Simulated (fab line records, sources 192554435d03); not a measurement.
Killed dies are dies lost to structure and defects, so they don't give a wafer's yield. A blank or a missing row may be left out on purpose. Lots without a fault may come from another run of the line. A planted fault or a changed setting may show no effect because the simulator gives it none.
Split-lot experiment | flow n5_finfet | 7 lots, 21 wafers read, on a route of 1938 steps

THE SPLIT
At N5_BEOL_M5_EXPOSE_08 (exposes mask M5, target cd 28 nm), the setting dose_mj was moved away from the recipe's 35.75 on 6 of the 21 wafers read, by -2.8% to +5.1%. The other wafers ran this setting at the recipe's value.

FROM THE SPLIT TO THE READING: what the file shows between them, 9 steps
- N5_BEOL_M5_PEB_09: peb time 60 s
- N5_BEOL_M5_DEVELOP_10: develop time 30 s
- N5_BEOL_M5_DESCUM_16: chemistry O2, time 7 s
- N5_BEOL_M5_ETCH_72: etches underlayer in N2/H2, target depth 6.5 nm, time 5.2 s
- N5_BEOL_M5_ETCH_61: etches SiARC in CF4, target depth 15.6 nm, time 26 s
- N5_BEOL_M5_ETCH_62: etches SOC in N2/H2, target depth 75 nm, overetch 15 nm, time 112.5 s
- N5_BEOL_M5_STRIP_63: strips in N2/H2
- N5_BEOL_M5_STRIP_73: strips in N2/H2
- N5_BEOL_M5_STRIP_64: strips in CF4

THE READING
BEOL_M5.cd_nm (the simulator's own value, which no gauge read), in nm, at N5_BEOL_M5_HM_OPEN_17 (chemistry Cl2/BCl3, target TiN, target depth 20 nm, overetch 6 nm). The file gives no usual value for it. The 15 wafers here that ran the recipe average 28.0 nm, standard deviation 0.18 nm.

wafer  | tool, chamber at the split | dose_mj as run | against the recipe | BEOL_M5.cd_nm, nm | against lot-mates on the recipe
L075.1 | euv_scanner-01, 0          | 35.75          | recipe             | 28                | -
L075.2 | euv_scanner-01, 0          | 36.51          | +2.1%              | 28.6              | +0.6
L075.6 | euv_scanner-01, 0          | 36.51          | +2.1%              | 28.4              | +0.4
L076.1 | euv_scanner-01, 0          | 35.75          | recipe             | 28                | -
L076.3 | euv_scanner-01, 0          | 35.75          | recipe             | 28                | -
L076.5 | euv_scanner-01, 0          | 35.75          | recipe             | 27.6              | -
L080.2 | euv_scanner-02, 0          | 36.45          | +2.0%              | 28.6              | +0.4
L080.3 | euv_scanner-02, 0          | 35.75          | recipe             | 28.2              | -
L080.4 | euv_scanner-02, 0          | 36.45          | +2.0%              | 28.6              | +0.4
L083.3 | euv_scanner-01, 0          | 35.75          | recipe             | 27.8              | -
L083.4 | euv_scanner-01, 0          | 35.75          | recipe             | 27.8              | -
L083.5 | euv_scanner-01, 0          | 35.75          | recipe             | 27.6              | -
L084.1 | euv_scanner-01, 0          | 35.75          | recipe             | 28                | -
L084.2 | euv_scanner-01, 0          | 37.56          | +5.1%              | 28.8              | +0.8
L084.5 | euv_scanner-01, 0          | 35.75          | recipe             | 28                | -
L092.3 | euv_scanner-01, 0          | 35.75          | recipe             | 28                | -
L092.4 | euv_scanner-01, 0          | 35.75          | recipe             | 28.2              | -
L092.5 | euv_scanner-01, 0          | 35.75          | recipe             | 28                | -
L094.1 | euv_scanner-01, 0          | 35.75          | recipe             | 28                | -
L094.4 | euv_scanner-01, 0          | 34.74          | -2.8%              | 27.4              | -0.7
L094.5 | euv_scanner-01, 0          | 35.75          | recipe             | 28.2              | -

THE FIT
A straight line over all 21 wafers: BEOL_M5.cd_nm changes by +0.207 nm for each +1% of dose_mj; r = +0.86; the points scatter about the line by 0.19 nm.
The same after taking each lot's own level away (the mean of its wafers on the recipe; 21 wafers): +0.194 nm for each +1%; r = +0.93; scatter 0.12 nm.
On that fit, the largest move of dose_mj shifts the reading by 0.98 nm.
The lots' own levels span 27.73 to 28.20 nm, that is 2.6 times the standard deviation above.
So the lot-to-lot level changes the slope little: the two slopes agree.
Check: with one of the wafers moved furthest among these (+5.1%) left out of the fit, the line predicts +1.16 nm for it against its lot-mates. It came out at +0.8 nm against them.

OTHER SPLITS ON THESE WAFERS
These wafers also went through other splits before the reading. Each is held against what the fit with the lots' levels taken away leaves over:
other split on the same wafers    | wafers away from the commonest value | r with BEOL_M5.cd_nm (lot level and that fit taken away)
N5_BEOL_M2_ETCH_64 source_w       | 6                                    | -0.01
N5_BEOL_M3_COAT_22 spin_rpm       | 7                                    | -0.09
N5_BEOL_M3_EXPOSE_25 dose_mj      | 9                                    | -0.16
N5_BEOL_M4_EXPOSE_25 dose_mj      | 8                                    | +0.19
N5_BEOL_M4_ETCH_70 bias_w         | 5                                    | -0.12
N5_BEOL_M5_HM_DEP_02 target_thk_a | 5                                    | -0.30

THE WHOLE CHAIN: every reading that the file lists as answering this split, in the file's order
step                  | what it does                                                          | reading                                                        | change (the file's fit)               | r (the file's)
N5_BEOL_M5_DESCUM_16  | chemistry O2, time 7 s                                                | BEOL_M5.cd_nm (the simulator's own value, which no gauge read) | +0.233 nm for each +1% of the setting | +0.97
N5_BEOL_M5_ETCH_72    | etches underlayer in N2/H2, target depth 6.5 nm, time 5.2 s           | BEOL_M5.cd_nm (the simulator's own value, which no gauge read) | +0.213 nm for each +1% of the setting | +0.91
N5_BEOL_M5_ETCH_61    | etches SiARC in CF4, target depth 15.6 nm, time 26 s                  | BEOL_M5.cd_nm (the simulator's own value, which no gauge read) | +0.218 nm for each +1% of the setting | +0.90
N5_BEOL_M5_ETCH_62    | etches SOC in N2/H2, target depth 75 nm, overetch 15 nm, time 112.5 s | BEOL_M5.cd_nm (the simulator's own value, which no gauge read) | +0.204 nm for each +1% of the setting | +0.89
N5_BEOL_M5_HM_OPEN_17 | chemistry Cl2/BCl3, target TiN, target depth 20 nm, overetch 6 nm     | BEOL_M5.cd_nm (the simulator's own value, which no gauge read) | +0.188 nm for each +1% of the setting | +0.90

THE FILE'S OWN FIT
BEOL_M5.cd_nm changes by +0.188 nm for each +1% of dose_mj, r = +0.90.
